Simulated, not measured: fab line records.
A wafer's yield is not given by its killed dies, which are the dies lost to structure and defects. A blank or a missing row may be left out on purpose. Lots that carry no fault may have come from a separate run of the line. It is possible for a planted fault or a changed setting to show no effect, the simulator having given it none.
fab line records | flow nand_harc
record: lots: 7 | wafers: 21 | last_day: 33
route steps=1302 shown A_BONDPAD@1211
lots that met no fault: from a run of the same line without faults
start_h: the number of hours between the record's first day and the start of the first shown wafer of the lot | wait_h: hours from the lot's prior step to this one | " as in the row above | L1.1+2: a single row standing in for several wafers | - no value, or no start was given | * or withheld: withheld | < > ~ a bound
route shown NAME@n: names a module that has steps shown in the file, with the first one's number in the route | usual: average and standard deviation across the fault-free wafers | same: alike in all rows | chamber/n: place in a boat | sites: readings site by site | _std_site: their standard deviation | _edge_site: mean of outer sites minus mean of inner sites | radius_mm: for every site, how far away it sits from the centre of the wafer | mask NAME#n: copy n | behind: the most recent tool/chamber to have shaped the wafer | hold: why the lot was held/for how many hours/how that ended | device: transistor that didn't switch, given as n, p or np | end of line: tests of these same wafers at the route's end | for a step that has no rows: nothing shown but its recipe | killed: count of dies lost to structure and defects at first sort (not the wafer's yield) | map: shows each die of a wafer: x if killed, . if not, _ if none is there
set.NAME: the setting the step ran with; set.NAME@STEP: the setting that earlier step ran with | model.NAME: the simulator's own value behind a step, which no gauge read
a table for each step, a row for each wafer; lots at some steps of the route
services: from which hour (start_h, from the record's first day; less than 0 if before it) a tool's chamber was out of use, for how many hours, and why
== steps ==
step: NHARC_A_BONDPAD_EBR_05
step: NHARC_A_BONDPAD_EXPOSE_06
recipe: na: 0.55 | dose_mj: 36.99 | mask_id: A_BPAD
step: NHARC_A_BONDPAD_PEB_07
recipe: peb_temp_c: 128 | peb_time_s: 80
step: NHARC_A_BONDPAD_DEVELOP_08
recipe: time_s: 50 | dev_temp_c: 22
step: NHARC_A_BONDPAD_CD_MEAS_09
recipe: target_cd_nm: 500 | landing_energy_ev: 500
usual: cd_nm: 500.7/2.3
lot.wafer | tool      | chamber | start_h | wait_h | cd_nm
L326.2    | cd_sem-03 | 0       | 559.27  | -      | 501.8
L326.3    | "         | 0       | "       | "      | 504.7
L326.4    | "         | 0       | "       | "      | 499.0
L335.1    | cd_sem-01 | 0       | 656.85  | -      | 501.0
L335.5    | "         | 0       | "       | "      | 504.7
L335.6    | "         | 0       | "       | "      | 501.2
L337.1    | cd_sem-03 | 0       | 675.09  | -      | 499.8
L337.2    | "         | 0       | "       | "      | 499.0
L337.5    | "         | 0       | "       | "      | 499.8
L339.4    | cd_sem-02 | 0       | 700.27  | -      | 499.8
L339.5    | "         | 0       | "       | "      | 498.9
L339.6    | "         | 0       | "       | "      | 501.0
L340.1    | cd_sem-01 | 0       | 703.74  | -      | 502.0
L340.4    | "         | 0       | "       | "      | 501.9
L340.5    | "         | 0       | "       | "      | 499.8
L345.2    | cd_sem-01 | 0       | 748.75  | -      | 500.5
L345.4    | "         | 0       | "       | "      | 497.3
L345.6    | "         | 0       | "       | "      | 499.6
L346.1    | cd_sem-03 | 0       | 763.02  | -      | 502.8
L346.5    | "         | 0       | "       | "      | 496.2
L346.6    | "         | 0       | "       | "      | 498.0
step: NHARC_A_BONDPAD_OVL_MEAS_35
usual: overlay_x_nm: 0/4 | overlay_y_nm: 2/5.2
lot.wafer | tool       | chamber | start_h | wait_h | overlay_x_nm | overlay_y_nm
L326.2    | overlay-02 | -       | 559.36  | -      | 1            | 6
L326.3    | "          | -       | "       | "      | 2            | 5
L326.4    | "          | -       | "       | "      | 1            | 6
L335.1    | overlay-01 | -       | 656.94  | -      | 1            | 1
L335.5    | "          | -       | "       | "      | 0            | 1
L335.6    | "          | -       | "       | "      | 0            | 1
L337.1    | overlay-01 | -       | 675.17  | -      | 8            | 12
L337.2    | "          | -       | "       | "      | 8            | 11
L337.5    | "          | -       | "       | "      | 7            | 13
L339.4    | overlay-01 | -       | 700.36  | -      | 0            | -1
L339.5    | "          | -       | "       | "      | 0            | 0
L339.6    | "          | -       | "       | "      | -1           | -1
L340.1    | overlay-02 | -       | 703.83  | -      | 10           | 8
L340.4    | "          | -       | "       | "      | 10           | 9
L340.5    | "          | -       | "       | "      | 9            | 8
L345.2    | overlay-02 | -       | 748.83  | -      | 0            | -3
L345.4    | "          | -       | "       | "      | 0            | -2
L345.6    | "          | -       | "       | "      | 1            | -3
L346.1    | overlay-01 | -       | 763.11  | -      | -11          | 5
L346.5    | "          | -       | "       | "      | -10          | 5
L346.6    | "          | -       | "       | "      | -11          | 4
step: NHARC_A_BONDPAD_HARDBAKE_10
recipe: temp_c: 118 | time_s: 65
step: NHARC_A_BONDPAD_DESCUM_11
recipe: time_s: 3 | o2_flow_sccm: 200 | ar_flow_sccm: 0 | bias_power_w: 0 | chemistry: O2
usual: drypump_motor_current_A: 5.9/0.42 | oes_product_au: 1.004/0.014 | rf_vpp_V: 57.7/0.95 | showerhead_plenum_p_Torr: 1.89/0.097 | throttle_valve_pct: 11.310/0.0086
lot.wafer | tool        | chamber | start_h | wait_h | drypump_motor_current_A | oes_product_au | rf_hours_counter_h | rf_vpp_V | showerhead_plenum_p_Torr | throttle_valve_pct
L326.3    | rie_diel-10 | 3       | 559.48  | -      | 5.6                     | 1.007          | 3                  | 57.9     | 1.80                     | 11.309
L326.2    | "           | 0       | "       | "      | 5.3                     | 1.020          | 3                  | 57.9     | 1.80                     | 11.299
L326.4    | "           | 2       | "       | "      | 6.4                     | 1.005          | 3                  | 58.3     | 2.00                     | 11.297
L335.1    | rie_diel-03 | 1       | 657.07  | -      | 6.0                     | 1.016          | 50                 | 58.7     | 2.00                     | 11.312
L335.5    | "           | 1       | "       | "      | 6.0                     | 1.004          | -                  | 57.9     | 2.00                     | 11.309
L335.6    | "           | 2       | "       | "      | 6.1                     | 1.017          | -                  | 57.6     | 2.06                     | 11.317
L337.1    | rie_diel-10 | 3       | 675.30  | -      | 5.6                     | 1.002          | 2                  | 57.6     | 1.80                     | 11.305
L337.2    | "           | 2       | "       | "      | 6.3                     | 0.990          | 2                  | 58.9     | 2.00                     | 11.301
L337.5    | "           | 3       | "       | "      | 5.6                     | 1.014          | -                  | 56.3     | 1.80                     | 11.325
L339.4    | rie_diel-10 | 2       | 700.48  | -      | 6.3                     | 0.993          | 2                  | 57.6     | 2.00                     | 11.300
L339.6    | "           | 2       | "       | "      | 6.4                     | 0.998          | -                  | 57.7     | 2.00                     | 11.321
L339.5    | "           | 3       | "       | "      | 5.6                     | 1.025          | -                  | 57.5     | 1.80                     | 11.302
L340.1    | rie_diel-10 | 0       | 703.96  | -      | 5.2                     | 1.020          | 2                  | 58.4     | 1.80                     | 11.321
L340.4    | "           | 1       | "       | "      | 6.3                     | 0.970          | 2                  | 57.2     | 1.84                     | 11.323
L340.5    | "           | 0       | "       | "      | 5.2                     | 1.029          | -                  | 56.6     | 1.80                     | 11.315
L345.4    | rie_diel-10 | 3       | 748.96  | -      | 5.6                     | 1.021          | 4                  | 56.8     | 1.80                     | 11.310
L345.2    | "           | 1       | "       | "      | 6.3                     | 0.997          | 4                  | 56.8     | 1.84                     | 11.302
L345.6    | "           | 2       | "       | "      | 6.4                     | 0.999          | -                  | 57.9     | 2.00                     | 11.312
L346.1    | rie_diel-01 | 2       | 763.25  | -      | 5.9                     | 0.993          | 7                  | 57.5     | 1.83                     | 11.301
L346.6    | "           | 1       | "       | "      | 5.5                     | 0.985          | -                  | 58.0     | 2.06                     | 11.302
L346.5    | "           | 2       | "       | "      | 5.9                     | 0.988          | -                  | 58.4     | 1.83                     | 11.320
step: NHARC_A_BONDPAD_ETCH_34
recipe: target_depth_a: 600 | overetch_a: 180 | time_s: 65.91 | ion_energy_ev: 200 | n2_flow_sccm: 150 | h2_flow_sccm: 150 | ar_flow_sccm: 0 | rf_w: 400 | bias_w: 150 | chemistry: N2/H2
usual: bias_w: 149.9/0.43 | chamber_pressure_mTorr: 30.002/0.028 | drypump_motor_current_A: 5.9/0.42 | oes_product_au: 1.003/0.014 | rf_vpp_V: 429.7/3 | showerhead_plenum_p_Torr: 2.01/0.11 | throttle_valve_pct: 14.170/0.0091
lot.wafer | tool        | chamber | start_h | wait_h | bias_w | chamber_pressure_mTorr | drypump_motor_current_A | oes_product_au | rf_hours_counter_h | rf_vpp_V | showerhead_plenum_p_Torr | throttle_valve_pct
L326.2    | rie_diel-10 | 1       | 559.57  | 0.1    | 150.8  | 29.985                 | 6.3                     | 0.983          | 3                  | 428.3    | 1.96                     | 14.165
L326.4    | "           | 2       | "       | "      | 149.4  | 30.013                 | 6.4                     | 1.000          | 3                  | 433.3    | 2.13                     | 14.173
L326.3    | "           | 3       | "       | "      | 150.1  | 29.995                 | 5.7                     | 1.002          | 3                  | 426.9    | 1.91                     | 14.195
L335.1    | rie_diel-03 | 2       | 657.17  | 0.1    | 148.8  | 30.016                 | 6.1                     | 1.019          | 42                 | 433.5    | 2.20                     | 14.164
L335.6    | "           | 3       | "       | "      | 150.5  | 30.040                 | 5.8                     | 1.012          | -                  | 433.2    | 2.07                     | 14.180
L335.5    | "           | 0       | "       | "      | 149.4  | 29.996                 | 6.0                     | 1.027          | -                  | 428.7    | 1.99                     | 14.163
L337.2    | rie_diel-10 | 1       | 675.39  | 0.1    | 149.0  | 29.978                 | 6.3                     | 0.999          | 1                  | 427.9    | 1.96                     | 14.174
L337.1    | "           | 2       | "       | "      | 148.9  | 29.956                 | 6.3                     | 0.993          | 2                  | 434.0    | 2.13                     | 14.178
L337.5    | "           | 1       | "       | "      | 150.2  | 30.053                 | 6.3                     | 0.996          | -                  | 428.3    | 1.96                     | 14.167
L339.4    | rie_diel-10 | 0       | 700.56  | 0.1    | 149.8  | 29.982                 | 5.3                     | 1.013          | 2                  | 426.7    | 1.91                     | 14.158
L339.5    | "           | 0       | "       | "      | 149.8  | 29.968                 | 5.3                     | 1.017          | -                  | 428.7    | 1.91                     | 14.166
L339.6    | "           | 1       | "       | "      | 149.9  | 30.007                 | 6.3                     | 0.991          | -                  | 428.6    | 1.96                     | 14.169
L340.1    | rie_diel-10 | 2       | 704.04  | 0.1    | 150.3  | 29.995                 | 6.3                     | 0.994          | 2                  | 432.2    | 2.13                     | 14.174
L340.4    | "           | 0       | "       | "      | 150.0  | 30.009                 | 5.3                     | 1.029          | 2                  | 428.7    | 1.91                     | 14.165
L340.5    | "           | 2       | "       | "      | 149.5  | 29.997                 | 6.3                     | 0.997          | -                  | 432.6    | 2.13                     | 14.180
L345.2    | rie_diel-10 | 3       | 749.04  | 0.1    | 149.8  | 30.017                 | 5.6                     | 1.023          | 4                  | 425.9    | 1.91                     | 14.172
L345.4    | "           | 2       | "       | "      | 150.3  | 29.977                 | 6.3                     | 1.004          | 4                  | 433.6    | 2.13                     | 14.179
L345.6    | "           | 0       | "       | "      | 150.1  | 29.971                 | 5.3                     | 1.013          | -                  | 426.5    | 1.91                     | 14.174
L346.1    | rie_diel-01 | 0       | 763.35  | 0.1    | 150.0  | 29.996                 | 6.3                     | 0.992          | 7                  | 431.9    | 2.09                     | 14.176
L346.5    | "           | 2       | "       | "      | 149.3  | 29.978                 | 5.9                     | 0.997          | -                  | 427.6    | 1.95                     | 14.153
L346.6    | "           | 0       | "       | "      | 150.6  | 30.041                 | 6.3                     | 1.002          | -                  | 432.6    | 2.09                     | 14.173
step: NHARC_A_BONDPAD_ETCH_12
recipe: target_depth_a: 2200 | time_s: 110 | chf3_flow_sccm: 50 | o2_flow_sccm: 10 | ar_flow_sccm: 200 | rf_w: 500 | bias_w: 200 | chemistry: CHF3/O2
usual: bias_w: 200.1/0.55 | chamber_pressure_mTorr: 25.001/0.023 | drypump_motor_current_A: 5.9/0.41 | oes_product_au: 0.942/0.024 | rf_vpp_V: 369.9/2.6 | showerhead_plenum_p_Torr: 2.38/0.12 | throttle_valve_pct: 20.572/0.01
lot.wafer | tool        | chamber | start_h | wait_h | bias_w | chamber_pressure_mTorr | drypump_motor_current_A | oes_product_au | rf_hours_counter_h | rf_vpp_V | showerhead_plenum_p_Torr | throttle_valve_pct
L326.3    | rie_diel-10 | 1       | -       | -      | 200.4  | 24.993                 | 6.3                     | 0.913          | 3                  | 368.5    | 2.32                     | 20.575
L326.2    | "           | 3       | "       | "      | 200.2  | 25.006                 | 5.6                     | 0.927          | 3                  | 366.9    | 2.26                     | 20.571
L326.4    | "           | 0       | "       | "      | 199.9  | 25.002                 | 5.3                     | 0.934          | 3                  | 367.1    | 2.26                     | 20.582
L335.1    | rie_diel-03 | 0       | -       | -      | 200.3  | 25.065                 | 6.0                     | 0.939          | 51                 | 369.5    | 2.35                     | 20.567
L335.5    | "           | 3       | "       | "      | 200.8  | 24.995                 | 5.8                     | 0.943          | -                  | 371.6    | 2.44                     | 20.560
L335.6    | "           | 0       | "       | "      | 200.0  | 24.982                 | 6.0                     | 0.941          | -                  | 369.5    | 2.35                     | 20.566
L337.1    | rie_diel-10 | 0       | -       | -      | 200.5  | 25.028                 | 5.2                     | 0.953          | 1                  | 365.9    | 2.26                     | 20.559
L337.2    | "           | 1       | "       | "      | 200.4  | 25.003                 | 6.3                     | 0.927          | 1                  | 369.8    | 2.31                     | 20.554
L337.5    | "           | 1       | "       | "      | 199.9  | 25.006                 | 6.3                     | 0.912          | -                  | 367.0    | 2.31                     | 20.573
L339.4    | rie_diel-10 | 0       | -       | -      | 200.9  | 25.006                 | 5.3                     | 0.942          | 2                  | 368.3    | 2.26                     | 20.575
L339.5    | "           | 1       | "       | "      | 200.2  | 24.974                 | 6.3                     | 0.904          | -                  | 367.9    | 2.31                     | 20.554
L339.6    | "           | 2       | "       | "      | 199.7  | 25.008                 | 6.4                     | 0.916          | -                  | 372.9    | 2.50                     | 20.566
L340.1    | rie_diel-10 | 0       | -       | -      | 199.2  | 25.042                 | 5.3                     | 0.946          | 2                  | 366.6    | 2.26                     | 20.572
L340.4    | "           | 2       | "       | "      | 200.4  | 25.028                 | 6.3                     | 0.920          | 2                  | 373.1    | 2.50                     | 20.570
L340.5    | "           | 0       | "       | "      | 200.1  | 24.974                 | 5.3                     | 0.943          | -                  | 366.4    | 2.26                     | 20.591
L345.2    | rie_diel-10 | 3       | -       | -      | 199.8  | 24.996                 | 5.6                     | 0.976          | 4                  | 366.7    | 2.26                     | 20.573
L345.4    | "           | 0       | "       | "      | 200.9  | 25.020                 | 5.3                     | 0.992          | 4                  | 367.1    | 2.26                     | 20.590
L345.6    | "           | 1       | "       | "      | 200.4  | 24.982                 | 6.3                     | 0.965          | -                  | 369.3    | 2.31                     | 20.572
L346.1    | rie_diel-01 | 1       | -       | -      | 201.1  | 24.971                 | 5.4                     | 0.903          | 7                  | 372.9    | 2.57                     | 20.587
L346.6    | "           | 2       | "       | "      | 200.0  | 25.013                 | 5.9                     | 0.913          | -                  | 370.0    | 2.30                     | 20.552
L346.5    | "           | 0       | "       | "      | 199.8  | 25.000                 | 6.2                     | 0.916          | -                  | 370.6    | 2.46                     | 20.583
step: NHARC_A_BONDPAD_CD_MEAS_13
usual: cd_nm: 500.3/2.4
lot.wafer | tool      | chamber | start_h | wait_h | cd_nm
L326.2    | cd_sem-03 | -       | 559.80  | -      | 502.0
L326.3    | "         | -       | "       | "      | 504.0
L326.4    | "         | -       | "       | "      | 498.3
L335.1    | cd_sem-02 | -       | 657.38  | -      | 499.4
L335.5    | "         | -       | "       | "      | 502.3
L335.6    | "         | -       | "       | "      | 500.8
L337.1    | cd_sem-01 | -       | 675.62  | -      | 498.9
L337.2    | "         | -       | "       | "      | 497.8
L337.5    | "         | -       | "       | "      | 499.2
L339.4    | cd_sem-03 | -       | 700.80  | -      | 500.6
L339.5    | "         | -       | "       | "      | 498.7
L339.6    | "         | -       | "       | "      | 501.4
L340.1    | cd_sem-02 | -       | 704.27  | -      | 500.8
L340.4    | "         | -       | "       | "      | 500.9
L340.5    | "         | -       | "       | "      | 498.8
L345.2    | cd_sem-01 | -       | 749.28  | -      | 501.1
L345.4    | "         | -       | "       | "      | 498.7
L345.6    | "         | -       | "       | "      | 499.2
L346.1    | cd_sem-01 | -       | 763.59  | -      | 501.2
L346.5    | "         | -       | "       | "      | 497.1
L346.6    | "         | -       | "       | "      | 496.5
step: NHARC_A_BONDPAD_STRIP_15
recipe: o2_flow_sccm: 500 | ar_flow_sccm: 0 | bias_w: 0 | chemistry: O2
usual: drypump_motor_current_A: 5.8/0.42 | oes_product_au: 1.004/0.012 | rf_vpp_V: 57.7/0.93 | showerhead_plenum_p_Torr: 3.49/0.17 | throttle_valve_pct: 17.037/0.0091
lot.wafer | tool        | chamber | start_h | wait_h | drypump_motor_current_A | oes_product_au | rf_hours_counter_h | rf_vpp_V | showerhead_plenum_p_Torr | throttle_valve_pct
L326.3    | rie_diel-10 | 2       | 559.87  | 0.1    | 6.4                     | 1.006          | 3                  | 58.3     | 3.68                     | 17.042
L326.4    | "           | 3       | "       | "      | 5.6                     | 1.005          | 3                  | 56.3     | 3.33                     | 17.032
L326.2    | "           | 0       | "       | "      | 5.2                     | 1.015          | 3                  | 58.6     | 3.33                     | 17.048
L335.1    | rie_diel-01 | 0       | 657.50  | 0.1    | 6.3                     | 1.011          | 14                 | 59.1     | 3.62                     | 17.049
L335.5    | "           | 3       | "       | "      | 5.2                     | 0.997          | -                  | 57.9     | 3.28                     | 17.041
L335.6    | "           | 0       | "       | "      | 6.3                     | 1.012          | -                  | 57.8     | 3.62                     | 17.040
L337.1    | rie_diel-01 | 2       | 675.70  | 0.1    | 5.9                     | 0.992          | 17                 | 57.6     | 3.40                     | 17.037
L337.2    | "           | 0       | "       | "      | 6.3                     | 1.017          | 16                 | 57.6     | 3.62                     | 17.031
L337.5    | "           | 2       | "       | "      | 5.9                     | 1.001          | -                  | 57.4     | 3.40                     | 17.027
L339.4    | rie_diel-10 | 0       | 700.88  | 0.1    | 5.3                     | 1.023          | 2                  | 57.8     | 3.33                     | 17.027
L339.6    | "           | 3       | "       | "      | 5.6                     | 0.999          | -                  | 56.8     | 3.33                     | 17.035
L339.5    | "           | 0       | "       | "      | 5.3                     | 1.019          | -                  | 56.9     | 3.33                     | 17.057
L340.1    | rie_diel-01 | 2       | 704.36  | 0.1    | 5.9                     | 0.982          | 25                 | 57.7     | 3.39                     | 17.055
L340.4    | "           | 0       | "       | "      | 6.3                     | 1.008          | 22                 | 57.8     | 3.61                     | 17.038
L340.5    | "           | 2       | "       | "      | 5.9                     | 0.994          | -                  | 57.1     | 3.39                     | 17.031
L345.2    | rie_diel-10 | 3       | 749.35  | 0.1    | 5.6                     | 1.012          | 4                  | 57.6     | 3.33                     | 17.031
L345.4    | "           | 1       | "       | "      | 6.3                     | 0.996          | 4                  | 58.9     | 3.40                     | 17.033
L345.6    | "           | 3       | "       | "      | 5.6                     | 1.020          | -                  | 56.7     | 3.33                     | 17.038
L346.1    | rie_diel-10 | 1       | 763.67  | 0.1    | 6.3                     | 1.001          | 5                  | 57.8     | 3.40                     | 17.029
L346.6    | "           | 1       | "       | "      | 6.3                     | 0.997          | -                  | 58.3     | 3.40                     | 17.040
L346.5    | "           | 2       | "       | "      | 6.4                     | 0.995          | -                  | 58.6     | 3.67                     | 17.031
step: NHARC_A_BONDPAD_ETCH_24
recipe: target_depth_a: 300 | over_etch_frac: 0.3 | time_s: 72.99 | ion_energy_ev: 150 | cf4_flow_sccm: 50 | n2_flow_sccm: 100 | ar_flow_sccm: 150 | rf_w: 300 | bias_w: 100 | chemistry: CF4/N2
usual: bias_w: 100.02/0.3 | cf4_flow_sccm: 50.02/0.15 | drypump_motor_current_A: 5.8/0.42 | oes_product_au: 1.003/0.012 | rf_vpp_V: 313.9/2.5 | showerhead_plenum_p_Torr: 2.60/0.13 | throttle_valve_pct: 19.793/0.0097
lot.wafer | tool        | chamber | start_h | wait_h | bias_w | cf4_flow_sccm | drypump_motor_current_A | oes_product_au | rf_hours_counter_h | rf_vpp_V | showerhead_plenum_p_Torr | throttle_valve_pct
L326.4    | rie_diel-10 | 2       | 560.02  | -      | 99.81  | 49.97         | 6.3                     | 1.010          | 3                  | 315.9    | 2.74                     | 19.797
L326.2    | "           | 0       | "       | "      | 100.41 | 49.84         | 5.3                     | 1.012          | 3                  | 310.4    | 2.47                     | 19.817
L326.3    | "           | 1       | "       | "      | 99.74  | 49.77         | 6.3                     | 0.982          | 3                  | 310.8    | 2.53                     | 19.806
L335.1    | rie_diel-01 | 0       | 657.65  | 0.1    | 99.94  | 50.06         | 6.3                     | 1.008          | 14                 | 316.2    | 2.69                     | 19.796
L335.6    | "           | 0       | "       | "      | 99.67  | 49.97         | 6.3                     | 1.016          | -                  | 316.0    | 2.69                     | 19.811
L335.5    | "           | 2       | "       | "      | 100.47 | 50.11         | 5.9                     | 0.984          | -                  | 312.6    | 2.53                     | 19.810
L337.2    | rie_diel-01 | 0       | 675.86  | -      | -      | -             | -                       | -              | -                  | -        | -                        | -
L337.1    | "           | 2       | "       | "      | -      | -             | -                       | -              | -                  | -        | -                        | -
L337.5    | "           | 0       | "       | "      | -      | -             | -                       | -              | -                  | -        | -                        | -
L339.4    | rie_diel-10 | 3       | 701.03  | -      | -      | -             | -                       | -              | -                  | -        | -                        | -
L339.6    | "           | 1       | "       | "      | -      | -             | -                       | -              | -                  | -        | -                        | -
L339.5    | "           | 2       | "       | "      | -      | -             | -                       | -              | -                  | -        | -                        | -
L340.1    | rie_diel-01 | 1       | 704.50  | -      | -      | -             | -                       | -              | -                  | -        | -                        | -
L340.4    | "           | 3       | "       | "      | -      | -             | -                       | -              | -                  | -        | -                        | -
L340.5    | "           | 2       | "       | "      | -      | -             | -                       | -              | -                  | -        | -                        | -
L345.4    | rie_diel-10 | 3       | 749.51  | -      | 99.96  | 49.90         | 5.6                     | 1.013          | 4                  | 311.7    | 2.47                     | 19.790
L345.2    | "           | 0       | "       | "      | 99.93  | 49.92         | 5.3                     | 1.010          | 4                  | 312.2    | 2.47                     | 19.776
L345.6    | "           | 1       | "       | "      | 99.88  | 50.03         | 6.3                     | 0.985          | -                  | 313.5    | 2.53                     | 19.785
L346.1    | rie_diel-10 | 3       | 763.84  | -      | 100.11 | 49.94         | 5.6                     | 1.009          | 5                  | 310.3    | 2.47                     | 19.811
L346.5    | "           | 0       | "       | "      | 100.06 | 50.00         | 5.3                     | 1.011          | -                  | 311.5    | 2.47                     | 19.812
L346.6    | "           | 1       | "       | "      | 100.01 | 50.01         | 6.3                     | 0.997          | -                  | 313.6    | 2.53                     | 19.789
step: NHARC_A_BONDPAD_STRIP_16
recipe: time_s: 600 | temp_c: 30 | chemistry: post_etch_residue_remover
== services ==
tool        | chamber | start_h | hours | kind
rie_diel-10 | 0       | 551.00  | -     | clean
rie_diel-10 | 1       | 551.00  | -     | clean
rie_diel-10 | 2       | 551.00  | -     | clean
rie_diel-10 | 3       | 551.00  | -     | clean
rie_diel-01 | -       | 557.95  | 9.0   | pm
rie_diel-10 | 1       | 566.15  | 8.6   | repair
rie_diel-10 | 0       | 575.50  | -     | clean
rie_diel-10 | 1       | 575.50  | -     | clean
rie_diel-10 | 2       | 575.50  | -     | clean
rie_diel-10 | 3       | 575.50  | -     | clean
rie_diel-10 | -       | 596.50  | 9.0   | pm
rie_diel-10 | 0       | 596.50  | 15.4  | vent_cycle
rie_diel-10 | 1       | 596.50  | 9.0   | vent_cycle
rie_diel-10 | 2       | 596.50  | 9.0   | vent_cycle
rie_diel-10 | 3       | 596.50  | 9.0   | vent_cycle
rie_diel-10 | 1       | 605.50  | -     | clean
rie_diel-10 | 1       | 629.64  | 7.9   | repair
rie_diel-01 | -       | 636.88  | 0.2   | repair
rie_diel-01 | 1       | 656.12  | 5.1   | repair
rie_diel-03 | -       | 692.03  | 9.0   | pm
rie_diel-01 | 0       | 729.22  | 4.8   | repair
rie_diel-10 | 3       | 731.52  | 3.1   | repair
rie_diel-01 | -       | 734.95  | 9.0   | pm
rie_diel-03 | 0       | 743.76  | 7.2   | repair
== key ==
first_sign: step: NHARC_A_BONDPAD_ETCH_24 | reading: tool_record | direction: missing
effect none on later readings
met_at NHARC_A_BONDPAD_ETCH_24
struck_wafers L337.1,L337.2,L337.5,L339.4,L339.5,L339.6,L340.1,L340.4,L340.5
later_rows_left_out L337.1,L337.2,L337.5,L339.4,L339.5,L339.6,L340.1,L340.4,L340.5
sort_left_out L337.1,L337.2,L337.5,L339.4,L339.5,L339.6,L340.1,L340.4,L340.5
onset_between 657.65 675.86
fault: kind: skipped_step_whole | tool: rie_diel-01,rie_diel-10 | chamber: - | onset_h: 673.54 | steps: NHARC_A_BONDPAD_ETCH_24 | scope: struck_lots_only
sort_left_out: the simulated sort isn't trusted on such a fault, so these wafers' sort isn't shown, and their yield isn't known
later_rows_left_out: the simulator's readings of these wafers behind a module that went badly wrong aren't trusted and aren't shown, but for the sort
